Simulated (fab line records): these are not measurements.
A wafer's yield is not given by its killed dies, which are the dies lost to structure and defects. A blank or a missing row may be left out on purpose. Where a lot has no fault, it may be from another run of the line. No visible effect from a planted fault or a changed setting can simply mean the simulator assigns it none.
Which tool is to blame? | flow nand-harc | 42 wafers from 14 lots sampled at 4 of the route's 1159 steps

== WHAT THE GAUGES SHOWED, per wafer ==
The record holds no reading of a measuring or inspecting step that can be judged against a usual standard deviation.

== WHAT TOOL EACH LOT RAN ON (gives the tool, then ch and the chambers of the sampled wafers, and finally the start) ==
lot  | NHARC_A_SLIT_ETCH_17             | NHARC_A_WL_FILL_ALD_00           | NHARC_A_WL_FILL_STRIP_29           | NHARC_A_WL_FILL_ETCHBACK_17
L397 | har-etch-02 ch 0,1, day 14 03:53 | ald-hk-01 ch 0,1,3, day 14 12:44 | rie-diel-04 ch 1,2,3, day 15 04:32 | rie-metal-02 ch 0,1, day 15 04:41
L396 | har-etch-02 ch 0,1, day 14 05:33 | ald-hk-04 ch 1,2,3, day 14 16:02 | rie-diel-08 ch 0,2,3, day 15 04:32 | rie-metal-03 ch 0,1, day 15 04:37
L398 | har-etch-01 ch 0,1, day 14 19:08 | ald-hk-04 ch 0,1,2, day 15 03:43 | rie-diel-08 ch 0,2, day 15 22:20   | rie-metal-03 ch 0,1, day 15 22:26
L400 | har-etch-02 ch 0,1, day 15 05:57 | ald-hk-01 ch 0,2,3, day 15 16:11 | rie-diel-07 ch 0,2,3, day 16 21:35 | rie-metal-03 ch 0, day 16 21:41
L401 | har-etch-01 ch 0,1, day 15 06:19 | ald-hk-04 ch 1,2, day 15 16:12   | rie-diel-04 ch 0,1,2, day 16 18:50 | rie-metal-03 ch 0,1, day 16 18:56
L403 | har-etch-02 ch 0,1, day 16 12:09 | ald-hk-01 ch 1,2,3, day 16 22:27 | rie-diel-08 ch 2,3, day 17 13:24   | rie-metal-02 ch 0, day 17 13:29
L406 | har-etch-02 ch 0,1, day 16 17:16 | ald-hk-01 ch 0,3, day 17 03:40   | rie-diel-08 ch 1,2,3, day 17 22:53 | rie-metal-01 ch 0,1, day 17 22:58
L404 | har-etch-01 ch 0,1, day 16 17:26 | ald-hk-04 ch 0,1, day 17 03:42   | rie-diel-08 ch 0,1,2, day 18 05:13 | rie-metal-02 ch 0,1, day 18 05:19
L405 | har-etch-02 ch 0,1, day 16 18:56 | ald-hk-01 ch 0,1, day 17 03:50   | rie-diel-04 ch 1,3, day 18 02:13   | rie-metal-03 ch 0,1, day 18 02:19
L407 | har-etch-02 ch 0,1, day 17 17:44 | ald-hk-04 ch 0,1,3, day 18 03:36 | rie-diel-04 ch 0,1,2, day 18 18:26 | rie-metal-01 ch 0,1, day 18 18:31
L408 | har-etch-02 ch 0,1, day 17 19:10 | ald-hk-04 ch 0,1,3, day 18 03:46 | rie-diel-08 ch 0,2,3, day 18 18:28 | rie-metal-03 ch 0,1, day 18 18:33
L409 | har-etch-01 ch 0,1, day 17 19:21 | ald-hk-02 ch 2,3, day 18 03:46   | rie-diel-08 ch 0,2,3, day 19 00:25 | rie-metal-03 ch 0,1, day 19 00:32
L411 | har-etch-01 ch 0,1, day 17 23:14 | ald-hk-02 ch 1,2,3, day 18 09:40 | rie-diel-04 ch 1,2, day 19 02:24   | rie-metal-03 ch 0,1, day 19 02:29
L412 | har-etch-02 ch 0,1, day 18 07:42 | ald-hk-01 ch 1,3, day 18 18:07   | rie-diel-04 ch 0,2,3, day 19 12:14 | rie-metal-03 ch 1, day 19 12:20
- NHARC_A_SLIT_ETCH_17: etches the open film in C4F8/O2/Ar, time 1687.5 s, target depth 10100 nm.
- NHARC_A_WL_FILL_ALD_00: deposits Al2O3, target thk 3 nm, pulse time 3 s, ald cycles 30.
- NHARC_A_WL_FILL_STRIP_29: strips in O2, time 20 s.
- NHARC_A_WL_FILL_ETCHBACK_17: etches the open film in Cl2/BCl3, target depth 4 nm, time 26.7 s.

== AS READ BY THE TOOLS THEMSELVES (means over the sampled wafers that have a number; for cases with no such wafer, the mark the record gives instead) ==
NHARC_A_SLIT_ETCH_17.
lot  | tool        | drypump-motor-current-A (A) | mfc-ar-sccm (sccm) | o2-flow-sccm (sccm) | showerhead-plenum-p-Torr (Torr) | throttle-valve-pct (%)
L397 | har-etch-02 | 5.4                         | 375.8              | 41.81               | 3.74                            | 32.050
L396 | har-etch-02 | 5.4                         | 376.1              | 41.59               | 3.74                            | 32.045
L398 | har-etch-01 | 6.2                         | 375.1              | 41.62               | 3.79                            | 32.048
L400 | har-etch-02 | 5.4                         | 376.4              | 41.81               | 3.74                            | 32.039
L401 | har-etch-01 | 6.2                         | 376.0              | 41.76               | 3.79                            | 32.037
L403 | har-etch-02 | 5.8                         | 375.3              | 41.45               | 3.64                            | 32.050
L406 | har-etch-02 | 5.4                         | 376.2              | 41.63               | 3.73                            | 32.047
L404 | har-etch-01 | 5.7                         | 373.8              | 41.68               | 3.78                            | 32.044
L405 | har-etch-02 | 5.8                         | 375.4              | 41.67               | 3.63                            | 32.040
L407 | har-etch-02 | 5.8                         | 374.4              | 41.78               | 3.63                            | 32.044
L408 | har-etch-02 | 5.8                         | 375.4              | 41.79               | 3.63                            | 32.049
L409 | har-etch-01 | 6.2                         | 375.6              | 41.82               | 3.78                            | 32.039
L411 | har-etch-01 | 5.8                         | 375.5              | 41.64               | 3.78                            | 32.049
L412 | har-etch-02 | 5.9                         | 374.6              | 41.73               | 3.63                            | 32.040

NHARC_A_WL_FILL_ALD_00.
lot  | tool      | heater-power-w (W) | precursor-pulse-height-rel
L397 | ald-hk-01 | 449                | 1.004
L396 | ald-hk-04 | 467                | 1.010
L398 | ald-hk-04 | 476                | 0.997
L400 | ald-hk-01 | 471                | 0.996
L401 | ald-hk-04 | 474                | 1.001
L403 | ald-hk-01 | 454                | 0.984
L406 | ald-hk-01 | 480                | 1.007
L404 | ald-hk-04 | 456                | 0.995
L405 | ald-hk-01 | 433                | 1.006
L407 | ald-hk-04 | 462                | 1.000
L408 | ald-hk-04 | 469                | 1.004
L409 | ald-hk-02 | 449                | 1.012
L411 | ald-hk-02 | 421                | 1.003
L412 | ald-hk-01 | 482                | 0.990

NHARC_A_WL_FILL_STRIP_29.
lot  | tool        | drypump-motor-current-A (A) | mfc-ar-sccm (sccm) | o2-flow-sccm (sccm) | oes-product-au (a.u.) | rf-vpp-V (V) | showerhead-plenum-p-Torr (Torr) | throttle-valve-pct (%)
L397 | rie-diel-04 | 5.6                         | 0.011              | 500.7               | 1.005                 | 58.0         | 3.60                            | 17.041
L396 | rie-diel-08 | 6.2                         | 0.010              | 501.2               | 0.987                 | 57.9         | 3.59                            | 17.035
L398 | rie-diel-08 | 6.2                         | 0.008              | 497.5               | 0.985                 | 58.2         | 3.64                            | 17.048
L400 | rie-diel-07 | 5.8                         | 0.000              | 500.0               | 0.999                 | 58.3         | 3.59                            | 17.029
L401 | rie-diel-04 | 5.7                         | 0.008              | 499.4               | 1.004                 | 57.8         | 3.61                            | 17.037
L403 | rie-diel-08 | 6.0                         | 0.013              | 499.2               | 1.007                 | 59.0         | 3.52                            | 17.028
L406 | rie-diel-08 | 5.8                         | 0.018              | 501.1               | 1.017                 | 58.5         | 3.56                            | 17.035
L404 | rie-diel-08 | 5.8                         | 0.016              | 498.8               | 1.007                 | 57.8         | 3.61                            | 17.037
L405 | rie-diel-04 | 5.8                         | 0.003              | 499.6               | 1.003                 | 57.8         | 3.48                            | 17.033
L407 | rie-diel-04 | 5.7                         | 0.008              | 499.7               | 0.997                 | 57.5         | 3.61                            | 17.048
L408 | rie-diel-08 | 6.2                         | 0.010              | 500.5               | 0.990                 | 58.3         | 3.59                            | 17.040
L409 | rie-diel-08 | 6.2                         | 0.010              | 501.3               | 0.997                 | 58.4         | 3.59                            | 17.033
L411 | rie-diel-04 | 5.6                         | 0.015              | 501.1               | 1.007                 | 59.0         | 3.66                            | 17.041
L412 | rie-diel-04 | 5.5                         | 0.011              | 500.9               | 0.992                 | 57.9         | 3.67                            | 17.042

NHARC_A_WL_FILL_ETCHBACK_17.
lot  | tool         | drypump-motor-current-A (A) | oes-product-au (a.u.) | run-length-s (s)
L397 | rie-metal-02 | 5.71                        | 0.993                 | 48.2
L396 | rie-metal-03 | 5.47                        | 1.004                 | 47.6
L398 | rie-metal-03 | 5.50                        | 1.012                 | 47.7
L400 | rie-metal-03 | 5.77                        | 1.024                 | 47.0
L401 | rie-metal-03 | 5.61                        | 1.021                 | 47.5
L403 | rie-metal-02 | 6.00                        | 0.993                 | 48.2
L406 | rie-metal-01 | 5.84                        | 0.991                 | 48.3
L404 | rie-metal-02 | 5.86                        | 0.990                 | 48.5
L405 | rie-metal-03 | 5.47                        | 1.019                 | 48.0
L407 | rie-metal-01 | 5.83                        | 0.992                 | 48.6
L408 | rie-metal-03 | 5.62                        | 1.002                 | 47.5
L409 | rie-metal-03 | 5.63                        | 1.010                 | 47.6
L411 | rie-metal-03 | 5.63                        | 1.003                 | 41.4
L412 | rie-metal-03 | 5.32                        | 1.004                 | 44.9

== THE ANSWER, worked out from the rows above alone ==
Rule: the lots themselves supply what counts as usual. The widest of any qualifying gaps counts: lots, ordered by their means at a reading, are off when they make up no more than a third of the lots, leave a main group of 4 or more, and stand apart from it by 3 or more times the standard deviation of that group's means. A main group whose means are all the same, to the digits that the tables above print for the reading, isn't used. Also off: a lot with no number at a reading for which 4 or more lots have one. Where the step has rows for the other lots, those lots are counted as sound. After the gauges, taken in route order, come the tools' own readings; for these a lot's mean is taken, as printed above. The first step at which some lot is off is used, and at that step the reading that is off furthest; a lot without a number counts as furthest.
Off at NHARC_A_WL_FILL_ETCHBACK_17 (run-length-s): L411, L412. The main group has a mean of 47.9 s with a standard deviation of 0.46.
If a tool, at that step or one of the process steps before it, ran each lot that is off and ran no sound lot following the first of them, it fits. Can't be told from this: 2 tools fit, rie-diel-04 at NHARC_A_WL_FILL_STRIP_29, rie-metal-03 at NHARC_A_WL_FILL_ETCHBACK_17.

== WHAT THE SIMULATOR HAD INSERTED ==
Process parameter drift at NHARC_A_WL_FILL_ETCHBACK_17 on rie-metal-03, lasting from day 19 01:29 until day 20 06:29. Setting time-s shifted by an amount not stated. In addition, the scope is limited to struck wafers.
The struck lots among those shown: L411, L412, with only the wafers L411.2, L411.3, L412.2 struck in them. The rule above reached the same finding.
